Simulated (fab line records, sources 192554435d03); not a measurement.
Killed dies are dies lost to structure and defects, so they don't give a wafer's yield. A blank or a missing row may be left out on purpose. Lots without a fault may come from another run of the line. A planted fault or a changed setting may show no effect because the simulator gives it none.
One fault seen from 2 desks | flow n5_finfet | each desk has only its own numbers; what lay behind them comes last

THE METROLOGY DESK
What the gauges read, lot by lot, whatever tool the lot ran on: means of the sampled wafers that have a number. A lot is out of limits, marked OUT, if its mean lies more than 4 standard deviations from the usual mean; the brackets give that distance. Of its 11 readings 7 are shown: the one that was out of limits first, and those that lie furthest out on some lot.
Columns: A = cd_nm at N5_FIN_SAQP_CD_MEAS_27, usual 20.27 nm; B = DIBL_N at N5_BEOL_M4_RC_MEAS_101, usual 35.8 mV/V; C = DIBL_P at N5_BEOL_M4_RC_MEAS_101, usual 35.9 mV/V; D = IOFF_N at N5_BEOL_M4_RC_MEAS_101, usual 0.16 nA/um; E = ION_N at N5_BEOL_M4_RC_MEAS_101, usual 672 uA/um; F = SS_P at N5_BEOL_M4_RC_MEAS_101, usual 73.2 mV/dec; G = VT_N at N5_BEOL_M4_RC_MEAS_101, usual 250 mV
lot  | first seen here | A               | B    | C    | D    | E   | F    | G
L873 | day 2 00:33     | 20.23           | 35.3 | 35.3 | 0.16 | 675 | 73.2 | 249
L877 | day 2 23:25     | 20.20           | 35.9 | 37.3 | 0.18 | 675 | 73.3 | 249
L878 | day 3 05:32     | 20.40           | 35.9 | 36.7 | 0.16 | 672 | 73.2 | 251
L879 | day 3 13:22     | 20.07           | 36.8 | 38.4 | 0.17 | 680 | 73.0 | 250
L880 | day 3 18:37     | 19.98           | 38.0 | 38.0 | 0.19 | 675 | 73.4 | 251
L882 | day 4 07:17     | 19.88           | 37.0 | 37.2 | 0.18 | 677 | 73.4 | 249
L894 | day 7 06:22     | 23.11 (+11) OUT | 35.1 | 34.6 | 0.13 | 667 | 73.3 | 253
L896 | day 7 18:01     | 20.38           | 34.0 | 32.6 | 0.11 | 657 | 72.3 | 256
This desk's finding: out of limits on L894; first on L894, day 7 06:22 (cd_nm at N5_FIN_SAQP_CD_MEAS_27). In limits: L873, L877, L878, L879, L880, L882, L896.

THE TOOL OWNER'S DESK: ald_sin-04
The tool's own readings at N5_FIN_SAQP_SPACER1_ALD_24 (deposits SiO2, target thk 20.3 nm, pulse time 1 s, purge time 2 s): means of the sampled wafers that have a number, for each lot that ran on this tool. A lot is out of limits, marked OUT, if its mean lies more than 4 standard deviations from the usual mean; the brackets give that distance.
Columns: A = heater_power_w at N5_FIN_SAQP_SPACER1_ALD_24, usual 451 W; B = precursor_pulse_height_rel at N5_FIN_SAQP_SPACER1_ALD_24, usual 1.002
lot  | first seen here | A   | B
L873 | day 1 23:34     | 501 | 1.020
L880 | day 3 17:28     | 477 | 0.974
L894 | day 7 05:26     | 486 | 0.997
This desk's finding: nothing out of limits on any of the 3 lots.

PUT TOGETHER
The metrology desk could have raised an alarm at day 7 06:22, on L894.
The tool owner's desk saw nothing out of limits.
The tool owner's desk has L894 on record, within its limits.
Of the lots named, all ran N5_FIN_SAQP_SPACER1_ALD_24 on ald_sin-04.

WHAT THE SIMULATOR HAD PUT IN
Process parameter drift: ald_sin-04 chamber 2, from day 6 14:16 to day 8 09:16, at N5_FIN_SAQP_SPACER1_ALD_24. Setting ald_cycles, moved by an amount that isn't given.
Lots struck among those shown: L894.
Hours from the fault's start to each desk's first reading out of limits: the metrology desk, 16.
